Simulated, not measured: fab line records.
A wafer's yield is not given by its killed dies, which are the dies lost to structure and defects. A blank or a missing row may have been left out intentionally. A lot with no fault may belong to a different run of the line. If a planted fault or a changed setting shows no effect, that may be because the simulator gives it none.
What tool caused it? + flow n5_finfet + 36 wafers from 12 lots sampled at 4 of the route's 1938 steps

== WHAT THE GAUGES READ, wafer by wafer ==
N5_BEOL_M10_OVL_MEAS_29.
| lot  | measured     | on         | V9_OVL (nm)    |
|------|--------------|------------|----------------|
| L075 | day 10 09:05 | overlay-02 | 0.2 0.1 -0.7   |
| L077 | day 10 11:25 | overlay-01 | 0.0 -0.7 -1.2  |
| L079 | day 11 01:35 | overlay-02 | -1.5 -2.0 -1.5 |
| L082 | day 11 12:40 | overlay-01 | -0.8 -1.2 0.6  |
| L083 | day 11 22:13 | overlay-02 | -0.2 -0.4 0.0  |
| L084 | day 12 15:28 | overlay-02 | 0.1 0.5 0.6    |
| L086 | day 13 08:13 | overlay-01 | 0.5 -1.2 -0.3  |
| L090 | day 13 11:48 | overlay-02 | 0.2 0.8 0.6    |
| L091 | day 14 04:52 | overlay-01 | -0.1 -0.1 -0.4 |
| L094 | day 14 15:29 | overlay-02 | -0.8 -1.2 -0.3 |
| L095 | day 14 22:09 | overlay-02 | 0.5 -1.2 -0.3  |
| L097 | day 16 02:20 | overlay-02 | 0.3 -0.4 0.8   |

== WHICH TOOL RAN EACH LOT (tool, then ch and the chambers of the sampled wafers, then the start) ==
| lot  | N5_BEOL_M9_DEGAS_44          | N5_BEOL_M10_ILD_DEP_00          | N5_BEOL_M10_STRIP_19               |
|------|------------------------------|---------------------------------|------------------------------------|
| L075 | pvd_sputter-01, day 10 03:40 | pecvd-04 ch 0,1, day 10 05:19   | rie_diel-04 ch 0,1,2, day 10 07:26 |
| L077 | pvd_sputter-03, day 10 06:37 | pecvd-01 ch 0,2, day 10 08:25   | rie_diel-01 ch 0,2,3, day 10 10:49 |
| L079 | pvd_sputter-03, day 10 20:34 | pecvd-01 ch 0,2, day 10 22:35   | rie_diel-01 ch 1,3, day 11 00:34   |
| L082 | pvd_sputter-03, day 11 05:48 | pecvd-02 ch 0,1, day 11 08:22   | rie_diel-04 ch 1,3, day 11 11:42   |
| L083 | pvd_sputter-03, day 11 14:44 | pecvd-01 ch 1,2, day 11 18:00   | rie_diel-01 ch 0,3, day 11 21:49   |
| L084 | pvd_sputter-03, day 12 07:56 | pecvd-02 ch 1,2, day 12 11:07   | rie_diel-01 ch 1,2,3, day 12 14:44 |
| L086 | pvd_sputter-03, day 13 02:19 | pecvd-02 ch 0,1,2, day 13 04:31 | rie_diel-01 ch 1,2, day 13 06:59   |
| L090 | pvd_sputter-03, day 13 05:43 | pecvd-02 ch 0,2, day 13 07:26   | rie_diel-04 ch 0,3, day 13 10:03   |
| L091 | pvd_sputter-03, day 13 21:39 | pecvd-02 ch 0,1, day 14 00:59   | rie_diel-04 ch 1,3, day 14 03:40   |
| L094 | pvd_sputter-01, day 14 09:55 | pecvd-01 ch 1,2, day 14 12:13   | rie_diel-05 ch 0,2,3, day 14 14:47 |
| L095 | pvd_sputter-01, day 14 16:27 | pecvd-02 ch 1,2, day 14 18:47   | rie_diel-01 ch 0,3, day 14 20:42   |
| L097 | pvd_sputter-02, day 15 19:58 | pecvd-04 ch 1, day 15 22:06     | rie_diel-01 ch 0,2, day 16 01:50   |
- N5_BEOL_M9_DEGAS_44: time 60 s.
- N5_BEOL_M10_ILD_DEP_00: deposits SiCOH lowk from DEMS/porogen, target thk 308.51 nm, time 58 s.
- N5_BEOL_M10_STRIP_19: strips in O2.

== THE ANSWER, worked out from the rows above alone ==
Rule: what is usual is taken from the lots themselves. The widest of any qualifying gaps counts: lots, ordered by their means at a reading, are off when they make up no more than a third of the lots, leave a main group of 4 or more, and stand apart from it by 3 or more times the standard deviation of that group's means. If all means in a main group match to the digits the tables above print for the reading, that group is not used. A lot without any number at a reading at which 4 lots or more have one is off too. The other lots that the step has rows for count as sound.
Across all readings shown, no lot is off: no conclusion can be drawn from this.

== WHAT THE SIMULATOR HAD INSERTED ==
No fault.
